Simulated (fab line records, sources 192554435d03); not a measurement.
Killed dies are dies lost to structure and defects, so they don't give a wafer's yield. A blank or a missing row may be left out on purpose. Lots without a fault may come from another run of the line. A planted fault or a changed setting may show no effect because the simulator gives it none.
fab line records | flow n5_finfet
record lots=5 wafers=15 last_day=16
route steps=1938 shown BEOL_M2@924 BEOL_M3@931
lots that met no fault: from a run of the same line without faults
start_h: hours from the record's first day to the start of the lot's first wafer shown | wait_h: hours since the lot's step before | " the same as in the row above | L1.1+2: a row that stands for several wafers | - no value, or no start given | * or withheld: withheld | < > ~ a bound
route shown NAME@n: a module of which the file shows steps, and the number in the route of the first | usual: mean/standard deviation of fault-free wafers | same: alike in all rows | chamber/n: place in a boat | sites: the reading at each site | _std_site: their standard deviation | _edge_site: outer sites' mean less inner sites' | radius_mm: how far each site lies from the wafer's centre | mask NAME#n: copy n | behind: the tool/chamber that last shaped the wafer | hold: why the lot was held/for how many hours/how that ended | device: the transistor (n, p or np) that didn't switch | end of line: the same wafers' tests at the end of the route | a step without rows: its recipe alone | killed: dies lost to structure and defects at the first sort, not the wafer's yield | map: a wafer's dies, x killed, . not, _ none there
set.NAME: the setting as run; set.NAME@STEP: as run at that earlier step | model.NAME: the simulator's own value behind a step, which no gauge read
lots at some steps of the route; a table a step, a row a wafer
services: from which hour (start_h, from the record's first day; less than 0 if before it) a tool's chamber was out of use, for how many hours, and why
## steps
# step N5_BEOL_M2_THK_MEAS_53
# recipe thk_meas_gauge=xrf reads=Cu_of_BEOL_M2_ECD_50
# usual M2_THK=40.0/1.3
# columns lot.wafer tool chamber start_h wait_h M2_THK[nm]
L081.1 film_metro-02 - 195.01 - 40.0
L081.2 " - " " 42.2
L081.4 " - " " 42.0
L080.2 film_metro-02 - 200.86 - 37.6
L080.3 " - " " 38.4
L080.4 " - " " 37.7
L085.1 film_metro-01 - 210.50 - 39.5
L085.2 " - " " 40.5
L085.6 " - " " 39.9
L087.4 film_metro-02 - 216.58 - 40.5
L087.5 " - " " 41.3
L087.6 " - " " 39.3
L090.1 film_metro-02 - 245.70 - 40.0
L090.2 " - " " 38.9
L090.4 " - " " 40.1
# step N5_BEOL_M2_PRE_CLEAN_60
# recipe gas=NH3/H2 time_s=15 temp_c=* rf_power_w=300
# usual heater_power_w=89/22 rf_fwd_power_W=296.6/1.3
# columns lot.wafer tool chamber start_h wait_h heater_power_w rf_fwd_power_W
L081.1 cvd_co-02 2 195.05 0.0 138 297.4
L081.2 " 0 " " 71 296.1
L081.4 " 0 " " 72 296.1
L080.2 cvd_co-01 0 200.92 0.1 93 295.4
L080.3 " 2 " " 63 296.1
L080.4 " 0 " " 96 296.1
L085.1 cvd_co-01 2 210.54 0.0 62 296.0
L085.2 " 1 " " 86 299.5
L085.6 " 1 " " 88 298.3
L087.4 cvd_co-02 2 216.64 0.1 141 296.3
L087.5 " 0 " " 72 298.3
L087.6 " 1 " " 96 295.5
L090.1 cvd_co-01 2 245.74 0.0 63 296.5
L090.2 " 1 " " 88 297.0
L090.4 " 1 " " 88 297.2
# step N5_BEOL_M2_CO_CAP_55
# recipe material=Co target_thk_a=20 temp_c=200 precursor=CCTBA/H2 pressure_torr=30 time_s=102.1
# usual heater_power_w=240/28
# columns lot.wafer tool chamber start_h wait_h heater_power_w
L081.1 cvd_co-02 2 195.09 0.0 310
L081.2 " 0 " " 224
L081.4 " 0 " " 222
L080.2 cvd_co-01 0 200.96 0.0 244
L080.3 " 2 " " 206
L080.4 " 0 " " 248
L085.1 cvd_co-01 2 210.58 0.0 211
L085.2 " 1 " " 237
L085.6 " 1 " " 239
L087.4 cvd_co-02 2 216.69 0.0 295
L087.5 " 0 " " 216
L087.6 " 1 " " 250
L090.1 cvd_co-01 2 245.78 0.0 206
L090.2 " 1 " " 236
L090.4 " 1 " " 239
# step N5_BEOL_M2_PRE_CLEAN_56
# recipe gas=NH3 time_s=15 temp_c=withheld rf_power_w=300
# usual rf_fwd_power_W=295.2/1.8
# columns lot.wafer tool chamber start_h wait_h rf_fwd_power_W
L081.1 pecvd-03 1 195.18 0.1 297.6
L081.2 " 2 " " 297.1
L081.4 " 1 " " 298.4
L080.2 pecvd-04 1 201.05 0.1 294.2
L080.3 " 2 " " 295.3
L080.4 " 2 " " 294.1
L085.1 pecvd-03 0 210.67 0.1 295.5
L085.2 " 1 " " 296.3
L085.6 " 1 " " 297.0
L087.4 pecvd-04 1 216.76 0.0 293.6
L087.5 " 0 " " 297.1
L087.6 " 2 " " 293.7
L090.1 pecvd-03 1 245.87 0.1 296.1
L090.2 " 0 " " 296.1
L090.4 " 1 " " 295.6
# step N5_BEOL_M2_DEP_57
# recipe material=SiCN target_thk_a=80 temp_c=withheld precursor=3MS/NH3 pressure_torr=3 rf_w=202 time_s=14
# usual rf_fwd_power_W=199.5/1.1 showerhead_plenum_p_Torr=3.665/0.011 throttle_valve_pct=9.3/0.62
# columns lot.wafer tool chamber start_h wait_h rf_fwd_power_W showerhead_plenum_p_Torr throttle_valve_pct
L081.1 pecvd-03 1 195.21 0.0 199.7 3.672 10.4
L081.2 " 2 " " 200.7 3.671 9.7
L081.4 " 1 " " 198.9 3.666 10.2
L080.2 pecvd-04 1 201.08 0.0 198.6 3.651 9.1
L080.3 " 2 " " 199.1 3.669 8.9
L080.4 " 2 " " 199.6 3.672 9.0
L085.1 pecvd-03 0 210.71 0.0 200.2 3.667 8.7
L085.2 " 1 " " 200.6 3.665 10.6
L085.6 " 1 " " 200.4 3.669 10.5
L087.4 pecvd-04 1 216.79 0.0 197.6 3.639 9.3
L087.5 " 0 " " 200.2 3.658 9.3
L087.6 " 2 " " 199.7 3.684 9.1
L090.1 pecvd-03 1 245.90 0.0 200.3 3.664 10.5
L090.2 " 0 " " 200.2 3.677 9.2
L090.4 " 1 " " 201.1 3.661 10.5
# step N5_BEOL_M2_RS_MEAS_58
# recipe thk_meas_gauge=four-point-probe reads=Co_of_BEOL_M2_CO_CAP_55+Cu_of_BEOL_M2_ECD_50+Co_of_BEOL_M2_CVD_47+TaN_of_BEOL_M2_ALD_84
# usual M2_RS=0.670/0.029
# columns lot.wafer tool chamber start_h wait_h M2_RS[ohm/sq]
L081.1 film_metro-02 - 195.29 0.1 0.672
L081.2 " - " " 0.623
L081.4 " - " " 0.632
L080.2 film_metro-02 - 201.14 0.1 0.728
L080.3 " - " " 0.709
L080.4 " - " " 0.725
L085.1 film_metro-01 - 210.79 0.1 0.682
L085.2 " - " " 0.663
L085.6 " - " " 0.675
L087.4 film_metro-02 - 216.84 0.0 0.654
L087.5 " - " " 0.643
L087.6 " - " " 0.683
L090.1 film_metro-02 - 245.97 0.1 0.680
L090.2 " - " " 0.698
L090.4 " - " " 0.673
# step N5_BEOL_M2_INSPECT_59
# recipe inspect_instrument=darkfield mode=post_dep
# usual raw_defect_count=73/20
# columns lot.wafer tool chamber start_h wait_h raw_defect_count
L081.1 defect_inspect-01 - 195.31 0.0 96
L081.2 " - " " 82
L081.4 " - " " 88
L080.2 defect_inspect-02 - 201.17 0.0 60
L080.3 " - " " 87
L080.4 " - " " 79
L085.1 defect_inspect-01 - 210.82 0.0 106
L085.2 " - " " 84
L085.6 " - " " 66
L087.4 defect_inspect-02 - 216.87 0.0 64
L087.5 " - " " 67
L087.6 " - " " 65
L090.1 defect_inspect-02 - 245.99 0.0 97
L090.2 " - " " 70
L090.4 " - " " 56
# step N5_BEOL_M3_ILD_DEP_00
# recipe material=SiOC target_thk_a=790 temp_c=350 precursor=DEMS/O2 pressure_torr=5 rf_w=500 time_s=15.3
# usual heater_power_w=449/84 rf_fwd_power_W=493.4/3 showerhead_plenum_p_Torr=5.689/0.011 throttle_valve_pct=12.0/0.62
# columns lot.wafer tool chamber start_h wait_h heater_power_w rf_fwd_power_W showerhead_plenum_p_Torr throttle_valve_pct
L081.1 pecvd-01 0 195.35 0.0 366 492.5 5.676 12.0
L081.2 " 1 " " 493 491.1 5.680 11.7
L081.4 " 2 " " 306 496.3 5.685 11.9
L080.2 pecvd-01 0 201.20 0.0 447 493.5 5.684 12.2
L080.3 " 2 " " 373 496.8 5.689 11.9
L080.4 " 1 " " 460 493.2 5.693 11.6
L085.1 pecvd-03 0 210.85 0.0 523 494.9 5.695 11.9
L085.2 " 1 " " 507 497.2 5.699 14.0
L085.6 " 1 " " 518 496.8 5.696 13.6
L087.4 pecvd-02 2 216.92 0.1 658 492.2 5.691 11.5
L087.5 " 1 " " 512 491.2 5.674 11.8
L087.6 " 0 " " 390 488.8 5.711 12.1
L090.1 pecvd-02 2 246.03 0.0 658 489.3 5.692 11.5
L090.2 " 0 " " 441 487.3 5.708 12.1
L090.4 " 1 " " 416 492.9 5.663 11.4
# step N5_BEOL_M3_THK_MEAS_01
# recipe reads=SiOC_of_BEOL_M3_ILD_DEP_00
# usual M3_ILD_THK=79.4/1
# columns lot.wafer tool chamber start_h wait_h M3_ILD_THK[nm]
L081.1 film_metro-02 - 195.42 0.0 79.3
L081.2 " - " " 79.6
L081.4 " - " " 80.7
L080.2 film_metro-01 - 201.27 0.1 80.0
L080.3 " - " " 80.2
L080.4 " - " " 80.7
L085.1 film_metro-02 - 210.94 0.1 78.5
L085.2 " - " " 79.1
L085.6 " - " " 79.5
L087.4 film_metro-02 - 216.97 0.0 78.9
L087.5 " - " " 78.3
L087.6 " - " " 79.6
L090.1 film_metro-02 - 246.10 0.0 78.4
L090.2 " - " " 78.5
L090.4 " - " " 79.8
# step N5_BEOL_M3_PECVD_72
# recipe material=SiO2 target_thk_a=160 temp_c=400 precursor=TEOS/O2 pressure_torr=5.5 rf_w=450 teos_flow_sccm=53.8 gas=O2 flow_sccm=3000 time_s=18
# usual heater_power_w=725/120 rf_fwd_power_W=443.0/2.7 showerhead_plenum_p_Torr=8.77/0.057 throttle_valve_pct=22.5/1.3
# columns lot.wafer tool chamber start_h wait_h heater_power_w rf_fwd_power_W showerhead_plenum_p_Torr throttle_valve_pct
L081.1 pecvd-02 2 195.45 0.0 937 438.5 8.77 21.7
L081.2 " 1 " " 709 442.2 8.66 21.7
L081.4 " 0 " " 662 439.4 8.85 22.8
L080.2 pecvd-02 1 201.31 0.0 637 442.6 8.66 21.7
L080.3 " 0 " " 604 440.7 8.85 22.6
L080.4 " 0 " " 601 442.2 8.84 22.5
L085.1 pecvd-02 0 210.98 0.0 669 438.5 8.85 22.6
L085.2 " 2 " " 808 441.7 8.77 21.5
L085.6 " 1 " " 695 441.7 8.67 21.4
L087.4 pecvd-03 1 217.02 0.1 697 448.7 8.79 25.9
L087.5 " 1 " " 706 447.2 8.78 25.7
L087.6 " 0 " " 701 445.4 8.80 21.8
L090.1 pecvd-01 1 246.13 0.0 729 443.8 8.78 21.6
L090.2 " 2 " " 574 445.7 8.75 22.3
L090.4 " 0 " " 554 442.0 8.70 22.5
# step N5_BEOL_M3_HM_DEP_02
# recipe material=TiN target_thk_a=200 temp_c=25 chamber_pressure_pa=0.49996
# usual throttle_valve_pct=30.3/0.91
# columns lot.wafer tool chamber start_h wait_h throttle_valve_pct
L081.1 pvd_sputter-02 - 196.12 0.6 30.9
L081.2 " - " " 31.4
L081.4 " - " " 30.1
L080.2 pvd_sputter-01 - 204.04 2.7 28.8
L080.3 " - " " 30.5
L080.4 " - " " 30.8
L085.1 pvd_sputter-03 - 212.74 1.7 30.8
L085.2 " - " " 29.2
L085.6 " - " " 32.0
L087.4 pvd_sputter-03 - 218.22 1.2 31.6
L087.5 " - " " 30.6
L087.6 " - " " 31.9
L090.1 pvd_sputter-02 - 246.80 0.6 30.7
L090.2 " - " " 29.9
L090.4 " - " " 30.1
# step N5_BEOL_M3_COAT_61
# recipe resist=SOC temp_c=250 time_s=60 spin_rpm=1500 resist_thk_nm=60
# columns lot.wafer tool chamber start_h wait_h
L081.1+2+4 litho_track-05 0 196.25 0.1
L080.2+3+4 litho_track-02 0 204.19 0.1
L085.1+2+6 litho_track-02 0 212.87 0.1
L087.4+5+6 litho_track-05 0 218.35 0.1
L090.1+2+4 litho_track-03 0 246.93 0.1
# step N5_BEOL_M3_COAT_62
# recipe resist=SiARC temp_c=220 time_s=60 spin_rpm=1500 resist_thk_nm=12
# columns lot.wafer tool chamber start_h wait_h
L081.1+2+4 litho_track-05 0 - -
L080.2+3+4 litho_track-02 0 - -
L085.1+2+6 litho_track-02 0 - -
L087.4+5+6 litho_track-05 0 - -
L090.1+2+4 litho_track-03 0 - -
# step N5_BEOL_M3_COAT_73
# recipe resist=underlayer temp_c=205 time_s=60 spin_rpm=1500 resist_thk_nm=5
# columns lot.wafer tool chamber start_h wait_h
L081.1+2+4 litho_track-05 0 - -
L080.2+3+4 litho_track-02 0 - -
L085.1+2+6 litho_track-02 0 - -
L087.4+5+6 litho_track-05 0 - -
L090.1+2+4 litho_track-03 0 - -
# step N5_BEOL_M3_COAT_05
# recipe resist=CAR-EUV spin_rpm=1500 resist_thk_nm=30
# columns lot.wafer tool chamber start_h wait_h
L081.1+2+4 litho_track-05 0 - -
L080.2+3+4 litho_track-02 0 - -
L085.1+2+6 litho_track-02 0 - -
L087.4+5+6 litho_track-05 0 - -
L090.1+2+4 litho_track-03 0 - -
# step N5_BEOL_M3_EBR_07
# recipe solvent=PGMEA ebr_width_mm=1.5
# columns lot.wafer tool chamber start_h wait_h
L081.1+2+4 litho_track-05 0 - -
L080.2+3+4 litho_track-02 0 - -
L085.1+2+6 litho_track-02 0 - -
L087.4+5+6 litho_track-05 0 - -
L090.1+2+4 litho_track-03 0 - -
# step N5_BEOL_M3_SOFTBAKE_06
# recipe temp_c=110 time_s=60 resist=CAR-EUV
# columns lot.wafer tool chamber start_h wait_h
L081.1+2+4 litho_track-05 0 - -
L080.2+3+4 litho_track-02 0 - -
L085.1+2+6 litho_track-02 0 - -
L087.4+5+6 litho_track-05 0 - -
L090.1+2+4 litho_track-03 0 - -
# step N5_BEOL_M3_EXPOSE_08
# recipe mask_id=M3 na=0.33 source_shape=dipole sigma_inner=0.369 sigma_outer=0.767 polarization=unpolarized dose_mj=33
# usual stage_msd_nm=0.85/0.074
# columns lot.wafer tool chamber start_h wait_h mask stage_msd_nm
L081.1 euv_scanner-02 0 196.51 - M3#0 0.76
L081.2 " 0 " " M3#0 0.76
L081.4 " 0 " " M3#0 0.76
L080.2 euv_scanner-02 0 204.45 - M3#0 0.76
L080.3 " 0 " " M3#0 0.76
L080.4 " 0 " " M3#0 0.76
L085.1 euv_scanner-01 0 213.16 - M3#0 0.90
L085.2 " 0 " " M3#0 0.90
L085.6 " 0 " " M3#0 0.90
L087.4 euv_scanner-01 0 218.63 - M3#0 0.90
L087.5 " 0 " " M3#0 0.90
L087.6 " 0 " " M3#0 0.90
L090.1 euv_scanner-01 0 247.19 - M3#0 0.90
L090.2 " 0 " " M3#0 0.90
L090.4 " 0 " " M3#0 0.90
# step N5_BEOL_M3_PEB_09
# recipe peb_temp_c=100 peb_time_s=60 resist=CAR-EUV
# columns lot.wafer tool chamber start_h wait_h
L081.1+2+4 litho_track-02 0 196.57 0.1
L080.2+3+4 litho_track-03 0 204.51 0.0
L085.1+2+6 litho_track-03 0 213.22 0.1
L087.4+5+6 litho_track-03 0 218.67 0.0
L090.1+2+4 litho_track-02 0 247.25 0.1
# step N5_BEOL_M3_DEVELOP_10
# recipe develop_time_s=30 developer=TMAH resist=CAR-EUV rinse_liquid=surfactant_rinse dry=air_spin dev_temp_c=23
# usual developer_temp_C=23.00/0.12
# columns lot.wafer tool chamber start_h wait_h developer_temp_C
L081.1 litho_track-02 0 - - 23.07
L081.2 " 0 " " 22.81
L081.4 " 0 " " 23.02
L080.2 litho_track-03 0 - - 22.96
L080.3 " 0 " " 22.91
L080.4 " 0 " " 23.03
L085.1 litho_track-03 0 - - 23.04
L085.2 " 0 " " 23.13
L085.6 " 0 " " 23.00
L087.4 litho_track-03 0 - - 22.84
L087.5 " 0 " " 22.80
L087.6 " 0 " " 22.96
L090.1 litho_track-02 0 - - 23.21
L090.2 " 0 " " 23.10
L090.4 " 0 " " 23.18
# step N5_BEOL_M3_CD_MEAS_11
# recipe target_cd_nm=17.05 landing_energy_ev=500 detector=se_inlens polarity=opening
# usual cd_nm=17.06/0.24
# same landing_energy_ev=500
# columns lot.wafer tool chamber start_h wait_h cd_nm
L081.1 cd_sem-02 0 196.63 - 17.54
L081.2 " 0 " " 17.09
L081.4 " 0 " " 16.98
L080.2 cd_sem-02 0 204.57 - 17.40
L080.3 " 0 " " 16.83
L080.4 " 0 " " 17.12
L085.1 cd_sem-03 0 213.29 - 17.05
L085.2 " 0 " " 16.83
L085.6 " 0 " " 17.43
L087.4 cd_sem-01 0 218.74 - 17.04
L087.5 " 0 " " 16.93
L087.6 " 0 " " 17.10
L090.1 cd_sem-02 0 247.31 - 17.08
L090.2 " 0 " " 16.98
L090.4 " 0 " " 16.76
# step N5_BEOL_M3_OVL_MEAS_12
# recipe points_per_wafer=522
# usual M3_OVL=1.0/0.66
# columns lot.wafer tool chamber start_h wait_h M3_OVL[nm]
L081.1 overlay-01 0 196.66 0.0 0.7
L081.2 " 0 " " 0.7
L081.4 " 0 " " 0.6
L080.2 overlay-02 0 204.61 0.0 0.7
L080.3 " 0 " " 1.2
L080.4 " 0 " " 1.6
L085.1 overlay-01 0 213.32 0.0 0.0
L085.2 " 0 " " 0.9
L085.6 " 0 " " 0.3
L087.4 overlay-01 0 218.79 0.0 0.0
L087.5 " 0 " " 1.1
L087.6 " 0 " " 0.3
L090.1 overlay-02 0 247.34 0.0 1.2
L090.2 " 0 " " 0.7
L090.4 " 0 " " 1.7
# step N5_BEOL_M3_INSPECT_13
# recipe mode=adi inspect_instrument=brightfield
# usual raw_defect_count=427/91
# columns lot.wafer tool chamber start_h wait_h raw_defect_count
L081.1 defect_inspect-02 - 196.72 0.1 524
L081.2 " - " " 411
L081.4 " - " " 596
L080.2 defect_inspect-01 - 204.66 0.0 348
L080.3 " - " " 410
L080.4 " - " " 364
L085.1 defect_inspect-01 - 213.38 0.1 486
L085.2 " - " " 354
L085.6 " - " " 371
L087.4 defect_inspect-01 - 218.83 0.0 418
L087.5 " - " " 443
L087.6 " - " " 385
L090.1 defect_inspect-02 - 247.41 0.1 399
L090.2 " - " " 431
L090.4 " - " " 390
# step N5_BEOL_M3_DESCUM_16
# recipe chemistry=O2 time_s=7 source_power_w=50 bias_power_w=20 pressure_mtorr=20 rf_frequency_hz=2.712e+07 temp_c=40 resist=CAR-EUV o2_flow_sccm=225
# usual drypump_motor_current_A=5.8/0.36 oes_product_au=0.77/0.08 rf_fwd_power_W=49.41/0.23 rf_vpp_V=243.0/1.4 showerhead_plenum_p_Torr=2.08/0.079 throttle_valve_pct=20.51/0.21
# columns lot.wafer tool chamber start_h wait_h drypump_motor_current_A oes_product_au rf_fwd_power_W rf_hours_counter_h rf_vpp_V showerhead_plenum_p_Torr throttle_valve_pct
L081.1 rie_diel-01 1 196.76 0.0 5.5 0.72 49.53 224 244.0 2.15 20.59
L081.2 " 3 " " 5.4 0.73 49.32 209 241.7 1.98 20.43
L081.4 " 2 " " 6.1 0.78 49.18 - 243.7 2.10 20.70
L080.2 rie_diel-06 3 204.70 0.0 6.0 0.92 49.54 19 242.3 2.05 20.25
L080.3 " 1 " " 6.3 0.89 49.41 36 243.9 2.23 20.33
L080.4 " 0 " " 5.8 0.79 49.85 127 242.1 2.02 20.19
L085.1 rie_diel-05 2 213.42 0.0 6.4 0.66 49.62 245 241.9 1.97 20.85
L085.2 " 0 " " 5.9 0.84 49.11 65 241.7 2.03 20.18
L085.6 " 0 " " 5.9 0.83 49.14 - 242.3 2.03 20.17
L087.4 rie_diel-06 0 218.86 0.0 5.8 0.78 49.60 132 242.2 2.02 20.19
L087.5 " 1 " " 6.3 0.89 49.37 - 245.1 2.23 20.32
L087.6 " 2 " " 5.9 0.68 49.81 - 243.3 2.05 20.73
L090.1 rie_diel-01 0 247.45 0.0 5.2 0.76 49.36 147 242.7 2.10 20.39
L090.2 " 3 " " 5.5 0.72 49.30 226 241.2 1.98 20.46
L090.4 " 1 " " 5.5 0.70 49.34 241 242.6 2.15 20.62
# step N5_BEOL_M3_ETCH_74
# recipe chemistry=N2/H2 target=underlayer target_depth_a=65 mask_material=CAR-EUV time_s=5.2 ion_energy_ev=200 pressure_mtorr=30 source_w=840 bias_w=150 n2_flow_sccm=200 h2_flow_sccm=200 ends=cleared
# usual drypump_motor_current_A=5.8/0.36 etch_rf_on_time_s=5.22/0.065 oes_product_au=0.66/0.069 rf_fwd_power_W=819.2/2.7 rf_vpp_V=523.5/2.7 showerhead_plenum_p_Torr=2.53/0.092 throttle_valve_pct=17.95/0.23
# columns lot.wafer tool chamber start_h wait_h drypump_motor_current_A etch_rf_on_time_s oes_product_au rf_fwd_power_W rf_hours_counter_h rf_vpp_V showerhead_plenum_p_Torr throttle_valve_pct
L081.1 rie_diel-01 1 196.79 0.0 5.5 5.24 0.61 813.5 224 525.6 2.61 17.98
L081.2 " 3 " " 5.5 5.13 0.61 817.6 209 519.1 2.42 17.94
L081.4 " 2 " " 6.1 5.24 0.66 819.4 - 524.2 2.54 18.03
L080.2 rie_diel-06 3 204.73 0.0 6.0 5.19 0.78 813.9 19 524.4 2.50 17.75
L080.3 " 1 " " 6.4 5.13 0.76 817.2 36 527.5 2.70 17.81
L080.4 " 0 " " 5.8 5.19 0.67 812.7 127 523.1 2.45 17.55
L085.1 rie_diel-05 2 213.45 0.0 6.4 5.31 0.56 821.5 245 520.4 2.40 18.35
L085.2 " 0 " " 5.9 5.26 0.70 820.0 65 520.7 2.47 17.58
L085.6 " 0 " " 5.9 5.23 0.72 817.3 - 522.6 2.47 17.57
L087.4 rie_diel-06 0 218.90 0.0 5.8 5.26 0.66 821.3 132 523.0 2.44 17.53
L087.5 " 1 " " 6.3 5.19 0.75 818.1 - 527.5 2.70 17.82
L087.6 " 2 " " 5.9 5.36 0.58 819.3 - 524.4 2.51 18.31
L090.1 rie_diel-01 0 247.48 0.0 5.2 5.27 0.64 819.5 147 524.5 2.55 17.86
L090.2 " 3 " " 5.5 5.26 0.61 821.4 226 520.4 2.41 17.99
L090.4 " 1 " " 5.5 5.30 0.59 822.9 241 526.3 2.61 18.02
# step N5_BEOL_M3_ETCH_63
# recipe chemistry=CF4 target=SiARC target_depth_a=156 mask_material=CAR-EUV time_s=26 ion_energy_ev=80 pressure_mtorr=40 source_w=545 bias_w=36 Ar_flow_sccm=100 cf4_flow_sccm=100 ends=cleared
# usual drypump_motor_current_A=5.8/0.36 etch_rf_on_time_s=26.0/0.37 oes_product_au=0.66/0.07 rf_fwd_power_W=532.5/2.3 rf_vpp_V=184.0/1.2 showerhead_plenum_p_Torr=2.13/0.073 throttle_valve_pct=15.71/0.24
# columns lot.wafer tool chamber start_h wait_h drypump_motor_current_A etch_rf_on_time_s oes_product_au rf_fwd_power_W rf_hours_counter_h rf_vpp_V showerhead_plenum_p_Torr throttle_valve_pct
L081.1 rie_diel-01 1 196.81 0.0 5.5 26.2 0.61 531.4 224 184.5 2.20 15.82
L081.2 " 3 " " 5.4 25.9 0.62 534.5 209 182.1 2.04 15.72
L081.4 " 2 " " 6.1 26.3 0.66 530.8 - 184.8 2.15 15.94
L080.2 rie_diel-06 3 204.75 0.0 6.0 25.6 0.79 532.0 19 184.2 2.11 15.43
L080.3 " 1 " " 6.3 25.5 0.76 531.0 36 186.5 2.27 15.43
L080.4 " 0 " " 5.8 25.8 0.67 533.1 127 183.4 2.07 15.36
L085.1 rie_diel-05 2 213.47 0.0 6.4 26.6 0.57 533.9 245 182.8 2.02 16.08
L085.2 " 0 " " 5.9 26.4 0.71 531.4 65 183.4 2.09 15.39
L085.6 " 0 " " 5.9 26.5 0.70 533.9 - 183.9 2.09 15.40
L087.4 rie_diel-06 0 218.91 0.0 5.7 25.6 0.66 535.0 132 183.5 2.06 15.37
L087.5 " 1 " " 6.3 25.4 0.76 530.4 - 186.0 2.27 15.44
L087.6 " 2 " " 5.9 26.0 0.59 537.5 - 185.4 2.11 15.96
L090.1 rie_diel-01 0 247.50 0.0 5.2 26.0 0.64 528.9 147 184.7 2.14 15.57
L090.2 " 3 " " 5.4 26.1 0.61 529.9 226 183.2 2.04 15.77
L090.4 " 1 " " 5.5 26.3 0.60 532.6 241 186.0 2.19 15.86
# step N5_BEOL_M3_ETCH_64
# recipe chemistry=N2/H2 target=SOC target_depth_a=750 overetch_a=150 mask_material=SiARC temp_c=40 time_s=112.5 ion_energy_ev=200 pressure_mtorr=30 source_w=840 bias_w=150 n2_flow_sccm=200 h2_flow_sccm=200
# usual drypump_motor_current_A=5.8/0.36 oes_product_au=0.61/0.061 rf_fwd_power_W=836.5/2.4 rf_vpp_V=523.6/2.7 showerhead_plenum_p_Torr=2.53/0.092 throttle_valve_pct=17.91/0.23
# columns lot.wafer tool chamber start_h wait_h drypump_motor_current_A oes_product_au rf_fwd_power_W rf_hours_counter_h rf_vpp_V showerhead_plenum_p_Torr throttle_valve_pct
L081.1 rie_diel-01 1 196.84 0.0 5.5 0.57 834.1 224 525.3 2.61 17.96
L081.2 " 3 " " 5.5 0.58 838.7 209 520.4 2.42 17.90
L081.4 " 2 " " 6.1 0.62 833.5 - 524.4 2.54 17.99
L080.2 rie_diel-06 3 204.78 0.0 6.0 0.73 839.8 19 521.8 2.50 17.71
L080.3 " 1 " " 6.3 0.70 836.7 36 527.6 2.70 17.76
L080.4 " 0 " " 5.8 0.62 839.8 127 521.4 2.45 17.50
L085.1 rie_diel-05 2 213.49 0.0 6.3 0.53 834.5 245 520.2 2.40 18.31
L085.2 " 0 " " 5.9 0.66 831.4 65 521.5 2.48 17.56
L085.6 " 0 " " 5.9 0.67 833.7 - 521.9 2.48 17.53
L087.4 rie_diel-06 0 218.94 0.0 5.8 0.61 834.0 132 520.7 2.44 17.51
L087.5 " 1 " " 6.4 0.70 834.6 - 527.9 2.70 17.77
L087.6 " 2 " " 5.9 0.54 839.4 - 522.7 2.51 18.27
L090.1 rie_diel-01 0 247.52 0.0 5.3 0.60 831.3 147 523.6 2.55 17.82
L090.2 " 3 " " 5.5 0.57 835.7 226 519.2 2.41 17.93
L090.4 " 1 " " 5.5 0.56 836.0 241 528.0 2.61 18.00
# step N5_BEOL_M3_STRIP_65
# recipe chemistry=N2/H2 temp_c=40 n2_flow_sccm=200 h2_flow_sccm=200 rf_frequency_hz=6e+07
# columns lot.wafer tool chamber start_h wait_h
L081.1+2+4 rie_diel-01 1,3,2 196.94 0.1
L080.2+3+4 rie_diel-06 3,1,0 204.88 0.1
L085.1+2+6 rie_diel-05 2,0,0 213.60 0.1
L087.4+5+6 rie_diel-06 0,1,2 219.05 0.1
L090.1+2+4 rie_diel-01 0,3,1 247.63 0.1
# step N5_BEOL_M3_STRIP_75
# recipe chemistry=N2/H2 temp_c=40 n2_flow_sccm=200 h2_flow_sccm=200 rf_frequency_hz=6e+07
# columns lot.wafer tool chamber start_h wait_h
L081.1+2+4 rie_diel-01 1,3,2 196.95 0.0
L080.2+3+4 rie_diel-06 3,1,0 204.89 0.0
L085.1+2+6 rie_diel-05 2,0,0 213.61 0.0
L087.4+5+6 rie_diel-06 0,1,2 219.06 0.0
L090.1+2+4 rie_diel-01 0,3,1 247.64 0.0
# step N5_BEOL_M3_STRIP_66
# recipe chemistry=CF4 resist=SiARC power_w=300 bias_power_w=75 pressure_mtorr=50 cf4_flow_sccm=150 rf_frequency_hz=6e+07
# usual drypump_motor_current_A=5.8/0.36 oes_product_au=0.76/0.076 rf_fwd_power_W=292.6/0.84 rf_vpp_V=271.0/1.6 showerhead_plenum_p_Torr=1.79/0.061 throttle_valve_pct=13.69/0.25
# columns lot.wafer tool chamber start_h wait_h drypump_motor_current_A oes_product_au rf_fwd_power_W rf_hours_counter_h rf_vpp_V showerhead_plenum_p_Torr throttle_valve_pct
L081.1 rie_diel-01 1 196.96 0.0 5.5 0.71 292.5 224 271.5 1.84 13.86
L081.2 " 3 " " 5.4 0.71 291.6 209 270.2 1.71 13.73
L081.4 " 2 " " 6.1 0.77 291.8 - 271.7 1.80 13.86
L080.2 rie_diel-06 3 204.90 0.0 6.0 0.90 293.0 19 268.6 1.76 13.38
L080.3 " 1 " " 6.4 0.88 292.8 36 273.2 1.90 13.38
L080.4 " 0 " " 5.8 0.77 290.9 127 267.8 1.74 13.37
L085.1 rie_diel-05 2 213.62 0.0 6.4 0.67 290.6 245 270.0 1.70 14.07
L085.2 " 0 " " 5.9 0.83 291.1 65 270.0 1.75 13.36
L085.6 " 0 " " 5.9 0.83 291.7 - 269.1 1.75 13.36
L087.4 rie_diel-06 0 219.07 0.0 5.8 0.77 293.0 132 270.1 1.74 13.38
L087.5 " 1 " " 6.4 0.87 292.6 - 272.5 1.90 13.38
L087.6 " 2 " " 5.9 0.68 292.0 - 270.7 1.77 13.96
L090.1 rie_diel-01 0 247.65 0.0 5.2 0.76 292.5 147 270.6 1.79 13.55
L090.2 " 3 " " 5.5 0.71 291.6 226 270.2 1.71 13.78
L090.4 " 1 " " 5.5 0.70 293.3 241 270.6 1.84 13.87
## services
# columns tool chamber start_h hours kind
euv_scanner-01 - 171.61 1.6 repair
euv_scanner-02 - 174.13 1.0 pm
litho_track-03 - 175.21 - consumable_replace:filter
euv_scanner-02 - 191.69 0.6 repair
pecvd-02 - 198.18 2.8 pm
pecvd-03 2 202.38 - clean
pecvd-03 2 202.38 - consumable_replace:showerhead
pecvd-03 2 202.38 29.0 scheduled_down
pecvd-03 2 202.38 29.0 vent_cycle
euv_scanner-01 - 209.10 1.0 pm
rie_diel-06 1 212.61 5.3 repair
euv_scanner-02 - 215.67 1.0 pm
pecvd-01 - 217.42 3.1 repair
euv_scanner-01 - 223.18 4.6 pm
rie_diel-05 2 235.25 4.6 repair
rie_diel-05 2 240.09 - clean
rie_diel-05 2 240.09 - consumable_replace:focus_ring
rie_diel-05 2 240.09 - consumable_replace:showerhead
cvd_co-02 - 241.53 13.1 repair
pecvd-03 - 243.56 0.8 repair
rie_diel-06 2 246.36 - clean
rie_diel-06 2 246.36 - consumable_replace:focus_ring
rie_diel-06 2 246.36 27.1 scheduled_down
rie_diel-06 2 246.36 27.1 vent_cycle
## key
fault none
